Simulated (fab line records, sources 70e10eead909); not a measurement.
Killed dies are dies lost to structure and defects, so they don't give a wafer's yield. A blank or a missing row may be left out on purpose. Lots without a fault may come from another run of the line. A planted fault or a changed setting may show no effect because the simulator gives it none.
fab line records | flow nand_harc
record lots=6 wafers=18 last_day=24
route steps=1159 shown P_GATE@206 P_CONTACT@217 END@1159
lots that met no fault: from a run of the same line without faults
start_h: hours from the record's first day to the start of the lot's first wafer shown | wait_h: hours since the lot's step before | " the same as in the row above | L1.1+2: a row that stands for several wafers | - no value, or no start given | * or withheld: withheld | < > ~ a bound
route shown NAME@n: a module of which the file shows steps, and the number in the route of the first | usual: mean/standard deviation of fault-free wafers | same: alike in all rows | chamber/n: place in a boat | sites: the reading at each site | _std_site: their standard deviation | _edge_site: outer sites' mean less inner sites' | radius_mm: how far each site lies from the wafer's centre | mask NAME#n: copy n | behind: the tool/chamber that last shaped the wafer | hold: why the lot was held/for how many hours/how that ended | device: the transistor (n, p or np) that didn't switch | end of line: the same wafers' tests at the end of the route | a step without rows: its recipe alone | killed: dies lost to structure and defects at the first sort, not the wafer's yield | map: a wafer's dies, x killed, . not, _ none there
set.NAME: the setting as run; set.NAME@STEP: as run at that earlier step | model.NAME: the simulator's own value behind a step, which no gauge read
lots at some steps of the route; a table a step, a row a wafer
services: from which hour (start_h, from the record's first day; less than 0 if before it) a tool's chamber was out of use, for how many hours, and why
## steps
# step NHARC_P_GATE_STRIP_96
# recipe time_s=900 temp_c=130 chemistry=SPM
# step NHARC_P_GATE_RTA_64
# recipe temp_c=1050 time_s=1
# usual lamp_power_pct=36.2/1.5 lamp_zone_6_pct=36.1/1.5 wafer_temp_C_max=1056.5/1.4
# columns lot.wafer tool chamber start_h wait_h lamp_power_pct lamp_zone_6_pct wafer_temp_C_max
L828.2 rtp_anneal-01 0 109.72 - 37.9 37.9 1057.8
L828.5 " 0 " " 38.0 37.9 1058.0
L828.6 " 0 " " 38.0 37.9 1057.6
L831.2 rtp_anneal-02 0 122.18 - 34.9 34.9 1055.2
L831.3 " 0 " " 34.9 34.8 1054.5
L831.4 " 0 " " 35.0 34.9 1055.2
L842.1 rtp_anneal-01 0 193.87 - 37.9 37.8 1056.9
L842.2 " 0 " " 37.8 37.8 1059.5
L842.4 " 0 " " 37.9 37.8 1055.7
L843.2 rtp_anneal-01 0 201.03 - 37.9 37.8 1054.1
L843.3 " 0 " " 37.9 37.9 1056.6
L843.5 " 0 " " 37.8 37.8 1058.2
L846.1 rtp_anneal-01 0 220.02 - 37.9 37.8 1059.9
L846.3 " 0 " " 37.9 37.8 1057.4
L846.4 " 0 " " 37.9 37.9 1058.9
L848.1 rtp_anneal-01 0 227.95 - 37.9 37.9 1059.1
L848.5 " 0 " " 37.9 37.8 1057.0
L848.6 " 0 " " 38.0 37.9 1059.1
# step NHARC_P_GATE_ETCH_77
# recipe target_depth_a=60 chemistry=dHF material=SiO2
# step NHARC_P_GATE_DEGAS_109
# recipe temp_c=300 time_s=60
# usual heater_power_w=451/47
# columns lot.wafer tool chamber start_h wait_h heater_power_w
L828.2 pvd_sputter-01 - 110.00 0.1 479
L828.6 " - " " 393
L828.5 " - " " 471
L831.4 pvd_sputter-03 - 122.60 0.1 419
L831.2 " - " " 447
L831.3 " - " " 386
L842.1 pvd_sputter-01 - 194.18 0.1 387
L842.2 " - " " 480
L842.4 " - " " 437
L843.2 pvd_sputter-02 - 201.30 0.1 439
L843.3 " - " " 527
L843.5 " - " " 449
L846.4 pvd_sputter-01 - 220.34 0.1 423
L846.1 " - " " 376
L846.3 " - " " 548
L848.1 pvd_sputter-02 - 228.25 0.1 517
L848.5 " - " " 521
L848.6 " - " " 487
# step NHARC_P_GATE_PRE_CLEAN_110
# recipe time_s=30 bias_v=200 gas=Ar
# step NHARC_P_GATE_SPUTTER_78
# recipe target_thk_a=100 material=Ni
# step NHARC_P_GATE_SPUTTER_79
# recipe target_thk_a=100 material=TiN
# step NHARC_P_GATE_RTA_80
# recipe temp_c=300 time_s=30
# usual lamp_power_pct=2.17/0.089 lamp_zone_6_pct=2.15/0.088 wafer_temp_C_max=301.9/0.44
# columns lot.wafer tool chamber start_h wait_h lamp_power_pct lamp_zone_6_pct wafer_temp_C_max
L828.2 rtp_anneal-01 0 110.33 - 2.26 2.24 302.0
L828.5 " 0 " " 2.26 2.24 301.9
L828.6 " 0 " " 2.26 2.24 302.0
L831.2 rtp_anneal-02 0 122.95 - 2.08 2.06 301.8
L831.3 " 0 " " 2.08 2.06 301.7
L831.4 " 0 " " 2.08 2.06 301.6
L842.1 rtp_anneal-02 0 194.60 - 2.08 2.06 301.9
L842.2 " 0 " " 2.08 2.06 301.8
L842.4 " 0 " " 2.08 2.06 301.3
L843.2 rtp_anneal-01 0 201.63 - 2.26 2.23 301.9
L843.3 " 0 " " 2.26 2.24 302.3
L843.5 " 0 " " 2.26 2.23 301.8
L846.1 rtp_anneal-01 0 220.64 - 2.26 2.23 302.1
L846.3 " 0 " " 2.26 2.23 301.9
L846.4 " 0 " " 2.26 2.23 302.0
L848.1 rtp_anneal-01 0 228.57 - 2.26 2.24 302.9
L848.5 " 0 " " 2.25 2.24 301.7
L848.6 " 0 " " 2.25 2.24 302.2
# step NHARC_P_GATE_STRIP_67
# recipe time_s=600 temp_c=130 chemistry=SPM
# step NHARC_P_GATE_RTA_82
# recipe temp_c=450 time_s=30
# usual lamp_power_pct=4.26/0.18 lamp_zone_6_pct=4.23/0.17 wafer_temp_C_max=452.8/0.66
# columns lot.wafer tool chamber start_h wait_h lamp_power_pct lamp_zone_6_pct wafer_temp_C_max
L828.2 rtp_anneal-01 0 110.80 - 4.44 4.40 453.7
L828.5 " 0 " " 4.44 4.40 453.2
L828.6 " 0 " " 4.44 4.40 453.7
L831.2 rtp_anneal-02 0 123.58 - 4.09 4.06 452.2
L831.3 " 0 " " 4.09 4.05 452.6
L831.4 " 0 " " 4.09 4.06 452.1
L842.1 rtp_anneal-01 0 195.06 - 4.44 4.40 452.9
L842.2 " 0 " " 4.44 4.41 452.3
L842.4 " 0 " " 4.44 4.41 452.8
L843.2 rtp_anneal-02 0 202.09 - 4.09 4.06 452.9
L843.3 " 0 " " 4.09 4.06 452.5
L843.5 " 0 " " 4.10 4.06 452.9
L846.1 rtp_anneal-02 0 221.10 - 4.09 4.06 453.0
L846.3 " 0 " " 4.09 4.05 452.2
L846.4 " 0 " " 4.09 4.05 452.3
L848.1 rtp_anneal-02 0 229.03 - 4.09 4.05 452.3
L848.5 " 0 " " 4.08 4.06 452.2
L848.6 " 0 " " 4.09 4.06 453.0
# step NHARC_P_GATE_INSPECT_68
# usual raw_defect_count=202/64
# columns lot.wafer tool chamber start_h wait_h raw_defect_count
L828.2 defect_inspect-02 - 110.97 0.1 140
L828.5 " - " " 191
L828.6 " - " " 132
L831.2 defect_inspect-02 - 123.89 0.3 167
L831.3 " - " " 211
L831.4 " - " " 128
L842.1 defect_inspect-01 - 195.26 0.2 190
L842.2 " - " " 126
L842.4 " - " " 179
L843.2 defect_inspect-02 - 202.26 0.1 185
L843.3 " - " " 168
L843.5 " - " " 325
L846.1 defect_inspect-01 - 221.30 0.2 77
L846.3 " - " " 75
L846.4 " - " " 160
L848.1 defect_inspect-01 - 229.23 0.2 217
L848.5 " - " " 195
L848.6 " - " " 175
# step NHARC_P_CONTACT_DEP_30
# recipe target_thk_a=300 temp_c=400 target_thk_nm=30 flow_sccm=200 rf_w=450 material=SiNx
# step NHARC_P_CONTACT_DEP_00
# recipe target_thk_a=5000 temp_c=400 pressure_torr=6.5 rf_w=900 teos_flow_sccm=161.4 flow_sccm=2650 target_thk_nm=500 gas=O2 material=SiO2
# usual heater_power_w=570/88 rf_fwd_power_W=898.2/2.7 showerhead_vpp_V=1833/81 throttle_valve_pct=15.8/0.5
# columns lot.wafer tool chamber start_h wait_h heater_power_w rf_fwd_power_W showerhead_vpp_V throttle_valve_pct
L828.2 pecvd-04 2 111.27 - 660 900.0 1960 14.7
L828.6 " 2 " " 702 897.7 1939 14.7
L828.5 " 1 " " 637 897.2 1894 16.3
L831.2 pecvd-01 2 124.63 - 496 895.8 1940 15.7
L831.3 " 1 " " 522 899.2 1726 16.4
L831.4 " 2 " " 524 897.5 1916 16.0
L842.2 pecvd-01 0 195.73 - 401 1258.2 2088 16.0
L842.1 " 2 " " 404 1257.9 2344 16.0
L842.4 " 2 " " 430 1255.4 2311 16.0
L843.3 pecvd-01 1 202.60 - 383 1261.3 2034 16.1
L843.2 " 2 " " 333 1262.8 2295 16.1
L843.5 " 0 " " 485 1255.4 2032 15.7
L846.1 pecvd-02 2 221.64 - 493 899.0 1779 14.4
L846.3 " 0 " " 441 898.6 1837 15.5
L846.4 " 2 " " 522 901.6 1767 14.5
L848.1 pecvd-04 2 229.53 - 781 893.4 1969 15.3
L848.6 " 0 " " 540 897.8 1868 15.7
L848.5 " 1 " " 562 897.2 1890 16.4
# step NHARC_P_CONTACT_CMP_01
# recipe target_thk_nm=200 material=SiO2
# usual motor_current_A=11.6/1.2
# columns lot.wafer tool chamber start_h wait_h motor_current_A
L828.2 cmp-04 3 111.77 - 11.2
L828.6 " 2 " " 12.2
L828.5 " 3 " " 11.3
L831.4 cmp-01 1 125.12 - 10.9
L831.3 " 2 " " 11.2
L831.2 " 3 " " 12.7
L842.4 cmp-03 0 196.24 - 12.7
L842.2 " 1 " " 14.7
L842.1 " 2 " " 10.5
L843.3 cmp-01 3 203.06 - 12.4
L843.2 " 0 " " 12.3
L843.5 " 3 " " 12.4
L846.4 cmp-04 1 222.08 - 9.6
L846.3 " 2 " " 12.0
L846.1 " 0 " " 10.2
L848.1 cmp-03 2 230.09 - 11.5
L848.5 " 3 " " 12.2
L848.6 " 0 " " 11.4
# step NHARC_END_SORT_01
# recipe temp_c=25
# usual killed_at_array=29/11 killed_at_other=0.5/0.8 killed_at_periphery=3.5/2.8 killed_dies=33/12 killed_open=3.1/1.8 killed_short=1.8/1.4
# same gross_dies=677
# columns lot.wafer tool chamber start_h wait_h killed_at_array killed_at_other killed_at_periphery killed_dies killed_open killed_short
L831.2 prober-02 0 445.15 2.8 17 0 2 19 4 0
L831.3 prober-02 0 445.93 3.1 11 0 7 18 6 1
L831.4 prober-02 0 446.72 3.3 18 1 3 22 6 3
L828.2 prober-02 0 454.03 2.8 14 0 3 17 6 2
L828.5 prober-02 0 456.43 3.7 11 0 2 13 3 2
L828.6 prober-02 0 457.23 4.0 9 0 4 13 4 3
L842.1 prober-01 0 521.78 2.5 15 0 4 19 1 2
L842.2 prober-01 0 522.58 2.8 28 0 4 32 4 1
L842.4 prober-01 0 524.18 3.4 14 0 5 19 2 1
L843.2 prober-02 0 551.22 2.8 40 0 0 40 5 0
L843.3 prober-02 0 552.02 3.1 38 0 2 40 4 2
L843.5 prober-02 0 553.62 3.7 35 0 1 36 3 2
L848.1 prober-02 0 576.71 2.5 39 3 4 46 2 0
L848.5 prober-02 0 579.95 3.7 34 3 4 41 4 2
L848.6 prober-02 0 580.76 4.0 38 1 7 46 2 3
# killed by level:class
L831.2 A_CHANNEL_HOLE_D1:chamber_film_flake=5 A_CONTACT:chamber_film_flake=5 P_STI:chamber_film_flake=2 A_STAIRCASE:chamber_film_flake=2 A_ONON_D1:geometric_particle:open=1 A_WL_FILL:geometric_particle:open=1 A_CONTACT:geometric_particle:open=1 A_M0:geometric_particle:open=1
L831.3 P_STI:chamber_film_flake=4 A_CONTACT:chamber_film_flake=3 A_CONTACT:geometric_particle:open=2 A_SLIT:chamber_film_flake=2 P_GATE:geometric_particle:short=1 P_M1:geometric_particle:open=1 A_CHANNEL_FILL_D1:geometric_particle:open=1 A_SGD_CUT:geometric_particle:open=1
L831.4 A_CONTACT:geometric_particle:open=5 A_CHANNEL_HOLE_D1:chamber_film_flake=4 A_CONTACT:chamber_film_flake=4 P_M1:chamber_film_flake=2 A_STAIRCASE:chamber_film_flake=2 A_ONON_D1:geometric_particle:short=1 A_WL_FILL:geometric_particle:short=1 A_M1:geometric_particle:open=1
L828.2 A_CONTACT:chamber_film_flake=3 A_CONTACT:geometric_particle:open=2 A_M0:geometric_particle:open=2 A_CHANNEL_HOLE_D1:chamber_film_flake=2 A_STAIRCASE:chamber_film_flake=2 P_CONTACT:geometric_particle:short=1 A_ONON_D1:geometric_particle:open=1 A_ONON_D1:geometric_particle:short=1
L828.5 A_CONTACT:chamber_film_flake=3 P_M1:chamber_film_flake=2 A_CHANNEL_HOLE_D1:chamber_film_flake=2 A_ONON_D1:geometric_particle:short=1 A_CHANNEL_FILL_D1:geometric_particle:short=1 A_WL_FILL:geometric_particle:open=1 A_CONTACT:geometric_particle:open=1 A_M0:geometric_particle:open=1
L828.6 A_CHANNEL_HOLE_D1:chamber_film_flake=3 P_GATE:geometric_particle:short=1 P_M0:geometric_particle:open=1 P_M1:geometric_particle:open=1 A_SGD_CUT:geometric_particle:short=1 A_WL_FILL:geometric_particle:short=1 A_CONTACT:geometric_particle:open=1 A_M0:geometric_particle:open=1
L842.1 A_CONTACT:chamber_film_flake=5 A_CHANNEL_HOLE_D1:chamber_film_flake=4 P_BONDPAD:chamber_film_flake=3 A_STAIRCASE:chamber_film_flake=2 A_WL_FILL:geometric_particle:short=1 A_CONTACT:geometric_particle:short=1 A_M1:geometric_particle:open=1 P_GATE:chamber_film_flake=1
L842.2 A_CHANNEL_HOLE_D1:chamber_film_flake=8 A_STAIRCASE:chamber_film_flake=8 A_CONTACT:chamber_film_flake=6 A_CHANNEL_FILL_D1:chamber_film_flake=2 P_GATE:geometric_particle:open=1 P_M2:geometric_particle:open=1 A_ONON_D1:geometric_particle:open=1 A_CHANNEL_HOLE_D1:geometric_particle:open=1
L842.4 A_CHANNEL_HOLE_D1:chamber_film_flake=6 P_STI:chamber_film_flake=2 A_CHANNEL_FILL_D1:chamber_film_flake=2 A_STAIRCASE:chamber_film_flake=2 A_CONTACT:chamber_film_flake=2 P_M0:geometric_particle:open=1 P_M0:geometric_particle:short=1 A_WL_FILL:geometric_particle:open=1
L843.2 A_SLIT:chamber_film_flake=17 A_CHANNEL_HOLE_D1:chamber_film_flake=8 A_CHANNEL_FILL_D1:chamber_film_flake=3 A_STAIRCASE:chamber_film_flake=3 A_BLC:geometric_particle:open=2 A_M0:geometric_particle:open=2 A_ZERO_WELL:chamber_film_flake=2 A_CONTACT:chamber_film_flake=2
L843.3 A_SLIT:chamber_film_flake=18 A_STAIRCASE:chamber_film_flake=7 A_CHANNEL_HOLE_D1:chamber_film_flake=4 A_CHANNEL_FILL_D1:chamber_film_flake=2 P_GATE:geometric_particle:open=1 P_M0:geometric_particle:open=1 A_CHANNEL_FILL_D1:geometric_particle:short=1 A_WL_FILL:geometric_particle:short=1
L843.5 A_SLIT:chamber_film_flake=16 A_CHANNEL_HOLE_D1:chamber_film_flake=5 A_STAIRCASE:chamber_film_flake=4 A_CONTACT:geometric_particle:open=2 A_CHANNEL_FILL_D1:chamber_film_flake=2 A_CONTACT:chamber_film_flake=2 A_CHANNEL_HOLE_D1:geometric_particle:short=1 A_WL_FILL:geometric_particle:short=1
L848.1 A_SLIT:chamber_film_flake=18 A_CHANNEL_HOLE_D1:chamber_film_flake=12 A_CONTACT:chamber_film_flake=3 THIN_TSV:chamber_film_flake=3 P_GATE:chamber_film_flake=2 P_M1:chamber_film_flake=2 A_BLC:chamber_film_flake=2 A_CONTACT:geometric_particle:open=1
L848.5 A_SLIT:chamber_film_flake=19 A_CONTACT:chamber_film_flake=4 A_CHANNEL_HOLE_D1:chamber_film_flake=3 THIN_TSV:chamber_film_flake=3 A_WL_FILL:geometric_particle:open=2 P_STI:chamber_film_flake=2 A_ONON_D1:geometric_particle:short=1 A_CHANNEL_HOLE_D1:geometric_particle:open=1
L848.6 A_SLIT:chamber_film_flake=23 A_CONTACT:chamber_film_flake=5 A_CHANNEL_HOLE_D1:chamber_film_flake=4 A_M0:geometric_particle:open=2 P_STI:chamber_film_flake=2 P_GATE:chamber_film_flake=2 A_WL_FILL:chamber_film_flake=2 P_CONTACT:geometric_particle:short=1
## services
# columns tool chamber start_h hours kind
cmp-01 - 85.77 - consumable_replace:conditioner
cmp-01 - 85.77 - consumable_replace:pad
rtp_anneal-02 - 90.02 1.1 repair
pvd_sputter-03 - 98.27 1.3 repair
pvd_sputter-03 - 102.00 10.0 pm
cmp-04 - 105.00 4.0 pm
cmp-04 - 109.00 - consumable_replace:conditioner
pvd_sputter-03 - 130.64 9.9 repair
pecvd-04 0 133.56 4.3 repair
cmp-03 - 150.08 9.8 repair
pecvd-02 - 153.00 13.0 pm
cmp-04 - 156.08 0.4 repair
pvd_sputter-01 - 158.00 10.0 pm
cmp-03 - 159.89 4.0 pm
pvd_sputter-03 - 169.42 2.5 repair
cmp-03 - 174.38 4.3 repair
cmp-01 - 179.77 4.0 pm
pvd_sputter-02 - 181.17 4.7 repair
pecvd-04 - 195.31 13.0 pm
cmp-03 - 201.33 1.0 repair
cmp-04 - 203.10 4.0 pm
cmp-04 - 210.34 1.5 repair
pvd_sputter-02 - 214.00 10.0 pm
cmp-04 - 227.51 4.1 repair
## key
first_sign step=NHARC_P_CONTACT_DEP_00 reading=rf_fwd_power_W direction=up sigmas=99+ usual=* struck=*
effect step=NHARC_P_CONTACT_DEP_00 reading=showerhead_vpp_V direction=up sigmas=4.3 usual=1833 struck=2184
met_at NHARC_P_CONTACT_DEP_00
struck_wafers L842.1,L842.2,L842.4,L843.2,L843.3,L843.5
tester_left_out L842,L843
onset_between 124.63 195.73
fault kind=process_parameter_drift tool=pecvd-01 chamber=- onset_h=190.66 steps=NHARC_P_CONTACT_DEP_00 channel=rf_w offset=* shape=step end_h=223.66 acts_in=* stated=*
# tester_left_out: of these lots the tester's yield and bins aren't shown, on N5 and GAA mostly nor the transistor test; their killed dies are dies lost to structure and defects alone, not to doping, threshold or leakage, so they don't give the yield
